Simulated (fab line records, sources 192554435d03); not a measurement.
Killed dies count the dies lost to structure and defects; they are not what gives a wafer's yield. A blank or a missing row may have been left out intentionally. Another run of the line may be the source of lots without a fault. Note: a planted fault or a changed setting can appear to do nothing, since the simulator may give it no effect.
Split-lot trial | flow n5Finfet | 7 lots, 21 wafers read, on a route of 1938 steps

## SPLIT DETAILS
At N5_MOL_CONTACT_COAG_EXPOSE_05 (exposes mask CA, defocus 0 nm), the setting doseMj was moved away from the recipe's 38.25 on 6 of the 21 wafers read, by -6.9% to +6.9%. The other wafers ran this setting at the recipe's value.

## FROM THE SPLIT TO THE READING: what the file shows between them, 2 steps
- N5_MOL_CONTACT_COAG_PEB_06: peb time 60 s
- N5_MOL_CONTACT_COAG_DEVELOP_07: develop time 30 s

## THE READING
Shown in nm: cdNm at N5_MOL_CONTACT_COAG_CD_MEAS_08, with target cd 28 nm. Fault-free wafers of this fab line usually give 27.96 nm, standard deviation 0.25 nm.

wafer  | tool, chamber at the split | doseMj as run | against the recipe | cdNm, nm | against lot-mates on the recipe
L077.1 | euvScanner-01, 0           | 38.25         | recipe             | 27.49    | -
L077.3 | euvScanner-01, 0           | 38.25         | recipe             | 28.14    | -
L077.5 | euvScanner-01, 0           | 38.25         | recipe             | 28.11    | -
L079.1 | euvScanner-01, 0           | 35.66         | -6.8%              | 26.54    | -1.42
L079.2 | euvScanner-01, 0           | 38.25         | recipe             | 28.04    | -
L079.4 | euvScanner-01, 0           | 38.25         | recipe             | 27.88    | -
L083.4 | euvScanner-01, 0           | 40.9          | +6.9%              | 29.56    | +1.51
L083.5 | euvScanner-01, 0           | 38.25         | recipe             | 27.96    | -
L083.6 | euvScanner-01, 0           | 38.25         | recipe             | 28.13    | -
L084.2 | euvScanner-02, 0           | 35.62         | -6.9%              | 26.44    | -1.68
L084.3 | euvScanner-02, 0           | 38.25         | recipe             | 28.12    | -
L084.5 | euvScanner-02, 0           | 35.62         | -6.9%              | 26.31    | -1.81
L086.2 | euvScanner-02, 0           | 37.1          | -3.0%              | 27.40    | -0.84
L086.4 | euvScanner-02, 0           | 38.25         | recipe             | 28.24    | -
L086.5 | euvScanner-02, 0           | 37.1          | -3.0%              | 27.43    | -0.81
L087.1 | euvScanner-01, 0           | 38.25         | recipe             | 28.29    | -
L087.3 | euvScanner-01, 0           | 38.25         | recipe             | 27.48    | -
L087.6 | euvScanner-01, 0           | 38.25         | recipe             | 28.04    | -
L094.1 | euvScanner-01, 0           | 38.25         | recipe             | 27.57    | -
L094.2 | euvScanner-01, 0           | 38.25         | recipe             | 27.96    | -
L094.6 | euvScanner-01, 0           | 38.25         | recipe             | 27.79    | -

FIT RESULTS
A straight line over all 21 wafers: cdNm changes by +0.222 nm for each +1% of doseMj; r = +0.95; the points scatter about the line by 0.23 nm.
The same after taking each lot's own level away (the mean of its wafers on the recipe; 21 wafers): +0.236 nm for each +1%; r = +0.96; scatter 0.21 nm.
That fit puts the effect of the largest move of doseMj on the reading at 1.6 nm.
The span of the lots' own levels, 27.773 to 28.240 nm, comes to 1.9 times the standard deviation stated above.
The two slopes are in agreement: the lot-to-lot level therefore moves the slope only a little.
Check: with one of the wafers moved furthest among these (+6.9%) left out of the fit, the line predicts +1.67 nm for it against its lot-mates. It came out at +1.51 nm against them.

## ADDITIONAL SPLITS CARRIED BY THESE WAFERS
Note: prior to the reading, these wafers also went through further splits. Each is held against what the fit with the lots' levels taken away leaves over:
other split on the same wafers       | wafers away from the commonest value | r with cdNm (lot level and that fit taken away)
N5_SDB_ALD_29 aldCycles              | 7                                    | -0.20
N5_GATE_CUT_CUT_ETCH_53 icpW         | 10                                   | -0.05
N5_MOL_CONTACT_COAG_COAT_104 spinRpm | 7                                    | +0.20

## THE WHOLE CHAIN: every reading that the file lists as answering this split, in the file's order
step                                | what it does                                                             | reading                                                                      | change (the file's fit)               | r (the file's)
N5_MOL_CONTACT_COAG_CD_MEAS_08      | target cd 28 nm                                                          | cdNm                                                                         | +0.231 nm for each +1% of the setting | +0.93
N5_MOL_CONTACT_COAG_ETCH_59         | etches underlayer in N2/H2, target depth 13 nm, time 10.4 s              | MOL_CONTACT_COAG.cdOffsetNm (the simulator's own value, which no gauge read) | +0.19 nm for each +1% of the setting  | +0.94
N5_MOL_CONTACT_COAG_ETCH_105        | etches SiARC in CF4, target depth 15.6 nm, time 26 s                     | MOL_CONTACT_COAG.cdOffsetNm (the simulator's own value, which no gauge read) | +0.201 nm for each +1% of the setting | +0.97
N5_MOL_CONTACT_COAG_ETCH_106        | etches SOC in N2/H2, target depth 80 nm, overetch 16 nm, time 120 s      | MOL_CONTACT_COAG.cdOffsetNm (the simulator's own value, which no gauge read) | +0.181 nm for each +1% of the setting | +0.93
N5_MOL_CONTACT_COAG_CONTACT_ETCH_14 | etches SiO2 in C4F6/O2, target depth 27.5 nm, overetch 8.5 nm, time 20 s | MOL_CONTACT_COAG.cdOffsetNm (the simulator's own value, which no gauge read) | +0.174 nm for each +1% of the setting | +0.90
N5_MOL_CONTACT_COAG_ETCH_15         | etches SiNx in CH3F/O2, stops on Si:P, target depth 7 nm                 | MOL_CONTACT_COAG.cdOffsetNm (the simulator's own value, which no gauge read) | +0.161 nm for each +1% of the setting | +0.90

## FILE'S OWN FIT
cdNm changes by +0.231 nm for each +1% of doseMj, r = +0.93.
